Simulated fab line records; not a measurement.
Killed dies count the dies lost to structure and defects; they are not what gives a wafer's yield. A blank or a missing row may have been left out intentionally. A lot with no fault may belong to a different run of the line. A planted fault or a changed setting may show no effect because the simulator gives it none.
Which of the tools did it? + flow nand harc + 7 lots, 21 wafers sampled, at 2 steps of a route of 1302

WHAT THE GAUGES READ, wafer by wafer
NHARC_A_ONON_D1_THK_MEAS_05: measures by ellipsometry.
| lot  | measured     | on            | thk nm (nm)    |
|------|--------------|---------------|----------------|
| L391 | day 8 11:32  | film metro-02 | 990 988 989    |
| L393 | day 9 00:20  | film metro-01 | 992 993 994    |
| L395 | day 9 22:59  | film metro-01 | 993 994 992    |
| L398 | day 11 04:01 | film metro-01 | 1010 1008 1009 |
| L402 | day 12 16:55 | film metro-01 | 1005 1001 1004 |
| L404 | day 14 00:30 | film metro-01 | 1000 1000 1000 |
| L410 | day 16 03:55 | film metro-02 | 338 339 339    |

EACH LOT AND THE TOOL THAT RAN IT (in order: tool; ch and the chambers of the sampled wafers; start)
| lot  | NHARC_A_ONON_D1_DEP_03           |
|------|----------------------------------|
| L391 | pecvd onon-04 ch 0, day 8 11:02  |
| L393 | pecvd onon-01 ch 0, day 8 23:49  |
| L395 | pecvd onon-01 ch 0, day 9 22:29  |
| L398 | pecvd onon-02 ch 0, day 11 03:41 |
| L402 | pecvd onon-02 ch 0, day 12 16:24 |
| L404 | pecvd onon-01 ch 0, day 13 23:59 |
| L410 | pecvd onon-02 ch 0, day 16 03:31 |
- NHARC_A_ONON_D1_DEP_03: target thk 1000 nm.

THE ANSWER, worked out from the rows above alone
Rule: what is usual is taken from the lots themselves. Put in order of their means at a reading, lots are off if they are a third of the lots or fewer, leave a main group of 4 or more, and stand apart from it by a gap of 3 or more times the standard deviation of the main group's means; of several such gaps the widest counts. The tables above print the reading to a certain number of digits; a main group whose means all agree to those digits is not used. Also off: a lot with no number at a reading for which 4 or more lots have one. Any other lot the step has rows for is counted as sound.
Off: L410 (NHARC_A_ONON_D1_THK_MEAS_05, thk nm). The main group has a mean of 998 nm with a standard deviation of 6.9.
If a tool, at a process step before that reading, ran all the lots that are off and no sound lot after the first of them, it fits. Gauges at NHARC_A_ONON_D1_THK_MEAS_05: tried the same way as those tools. Undecided on this evidence; 2 tools fit (pecvd onon-02 at NHARC_A_ONON_D1_DEP_03, film metro-02 at NHARC_A_ONON_D1_THK_MEAS_05).

WHAT THE SIMULATOR HAD INSERTED
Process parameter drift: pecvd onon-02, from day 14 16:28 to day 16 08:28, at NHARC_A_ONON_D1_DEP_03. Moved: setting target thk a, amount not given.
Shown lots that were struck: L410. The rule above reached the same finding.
